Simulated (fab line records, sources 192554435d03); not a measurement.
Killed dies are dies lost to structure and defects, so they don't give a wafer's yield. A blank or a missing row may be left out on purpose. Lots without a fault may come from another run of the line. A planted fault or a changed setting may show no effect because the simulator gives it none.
Chamber matching | flow n5_finfet | N5_BEOL_M7_CURE_75 on uv_cure-02: 3 sister chambers
The step cures SiCOH lowk, time 120 s. 6 wafers are shown with their chamber, then 10 later ones without.

WAFERS WITH THEIR CHAMBER
wafer  | chamber | wafer_temp_C_max | lamp_power_pct (%)
L079.3 | 2       | 370.8            | 52.23
L079.5 | 2       | 370.8            | 52.32
L082.2 | 0       | 371.3            | 52.29
L082.3 | 0       | 370.9            | 52.30
L085.2 | 1       | 371.8            | 52.35
L085.4 | 1       | 371.5            | 52.37

WAFERS WITHOUT THEIR CHAMBER
wafer  | wafer_temp_C_max | lamp_power_pct (%)
L085.5 | 371.3            | 52.42
L090.2 | 371.2            | 52.36
L090.5 | 371.5            | 52.23
L090.6 | 371.5            | 52.26
L093.2 | 371.5            | 52.23
L093.4 | 370.9            | 52.25
L093.5 | 371.1            | 52.37
L096.2 | 370.8            | 52.30
L096.4 | 371.2            | 52.21
L096.5 | 371.0            | 52.26

WHICH CHAMBER EACH WENT THROUGH
wafer  | from the rows above          | in truth
L085.5 | can't be placed: 1 or 0      | 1
L090.2 | can't be placed: 0 or 1 or 2 | 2
L090.5 | can't be placed: 0 or 1 or 2 | 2
L090.6 | can't be placed: 0 or 1 or 2 | 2
L093.2 | can't be placed: 0 or 1 or 2 | 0
L093.4 | can't be placed: 2 or 0      | 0
L093.5 | can't be placed: 0 or 1 or 2 | 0
L096.2 | can't be placed: 2 or 0      | 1
L096.4 | can't be placed: 0 or 2      | 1
L096.5 | can't be placed: 0 or 2      | 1
Placed correctly: 0 of 10. Can't be placed from these rows: 10 (the true chamber is among the candidates in 7). Placed wrongly: 0.
How it was worked out, from the rows above alone: a wafer's distance from a chamber is the root of the sum, over the readings, of the square of ((its reading less the chamber's mean) divided by the reading's scatter). The wafer belongs to the nearest chamber; if the next one is less than 2 further off, it can't be placed. A chamber's mean is the mean of its shown wafers. The scatter: the root of (the sum of the squares of (reading less its chamber's mean) over the shown wafers, divided by (wafers less chambers)).
